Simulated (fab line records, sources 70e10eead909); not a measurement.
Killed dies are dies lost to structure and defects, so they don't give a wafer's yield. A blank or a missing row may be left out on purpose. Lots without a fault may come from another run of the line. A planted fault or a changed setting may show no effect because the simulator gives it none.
A struck lot beside a sound one | flow nand_harc | 15 steps out of a route of 1159
Sound: wafers L816.1, L816.4, L816.5. Struck: wafer L830.3. (L830.1, L830.2 of the same lot were not struck and are left out.) The cause comes at the end.
At each step with rows: each side's tool, then ch and its chambers, then its first start. Under that, the readings that differ: sound wafers | struck wafers | difference of the means | sigmas: that difference in standard deviations of wafers without a fault.
alike: readings whose means differ by less than 2 such deviations, and words and numbers that are the same on both sides. not compared: withheld readings, readings that some wafer has no value for, bounds like >300 that may hide the same value, and numbers for which the record gives no deviation and whose values overlap.
The two part at a step that has a row with sigmas, a row that says differs or no value, or rows on one side only. Numbers that don't overlap but have no deviation are shown without sigmas and don't part them. A reading that every wafer of one side lacks parts them only if that side has two wafers or more.

first, 1 step without rows for these wafers: NHARC_A_ONON_D1_DEP_03 (target thk 1000 nm).
NHARC_A_ONON_D1_THK_MEAS_05: measures by ellipsometry.
  sound on film_metro-02, day 8 11:57; struck on film_metro-02, day 11 23:58
  alike: thk_nm
then, 1 step without rows for these wafers: NHARC_A_ONON_D1_DEP_06 (target thk 1000 nm).
NHARC_A_ONON_D1_THK_MEAS_08: measures by ellipsometry.
  sound on film_metro-01, day 8 12:31; struck on film_metro-01, day 12 00:31
  alike: thk_nm
then, 1 step without rows for these wafers: NHARC_A_ONON_D1_DEP_09 (target thk 1000 nm).
NHARC_A_ONON_D1_THK_MEAS_11: measures by ellipsometry.
  sound on film_metro-01, day 8 13:05; struck on film_metro-02, day 12 01:05
  alike: thk_nm
then, 1 step without rows for these wafers: NHARC_A_ONON_D1_DEP_12 (target thk 1000 nm).
NHARC_A_ONON_D1_THK_MEAS_14: measures by ellipsometry.
  sound on film_metro-01, day 8 13:39; struck on film_metro-02, day 12 01:40
  alike: thk_nm
then, 2 steps without rows for these wafers: NHARC_A_ONON_D1_ANNEAL_15 (time 3600 s); NHARC_A_ONON_D1_DEP_16 (target thk 1000 nm).
NHARC_A_ONON_D1_THK_MEAS_18: measures by ellipsometry.
  sound on film_metro-02, day 8 20:43; struck on film_metro-01, day 12 09:40
  alike: thk_nm
NHARC_A_ONON_D1_DEP_19: target thk 1000 nm.
  sound on pecvd_onon-02 ch 0, day 8 21:05; struck on pecvd_onon-02 ch 0, day 12 09:43
NHARC_A_ONON_D1_THK_MEAS_21: measures by ellipsometry.
  sound on film_metro-02, day 8 21:36; struck on film_metro-02, day 12 10:14
  reading     | sound       | struck | difference | sigmas
  thk_nm (nm) | 984 984 985 | 670    | -314       | -31
then, 1 step without rows for these wafers: NHARC_A_ONON_D1_DEP_22 (target thk 1000 nm).
-- the record jumps here: 11 days lie between the struck wafers' starts before and after (it left off in module A_ONON_D1 and takes up again in module END, whose first step shown is number 1159 of the route) --
NHARC_END_SORT_01:
  sound on prober-02 ch 0, day 19 15:26; struck on prober-02 ch 0, day 23 16:38
  reading         | sound    | struck | difference | sigmas
  killed_at_array | 24 17 23 | 672    | +651       | +59
  killed_dies     | 29 22 24 | 677    | +652       | +59
  alike: killed_at_other, killed_at_periphery, killed_open, killed_short

WHERE THEY PART
First at NHARC_A_ONON_D1_THK_MEAS_21; last, within this record, at NHARC_END_SORT_01.

WHY: what the simulator had put in
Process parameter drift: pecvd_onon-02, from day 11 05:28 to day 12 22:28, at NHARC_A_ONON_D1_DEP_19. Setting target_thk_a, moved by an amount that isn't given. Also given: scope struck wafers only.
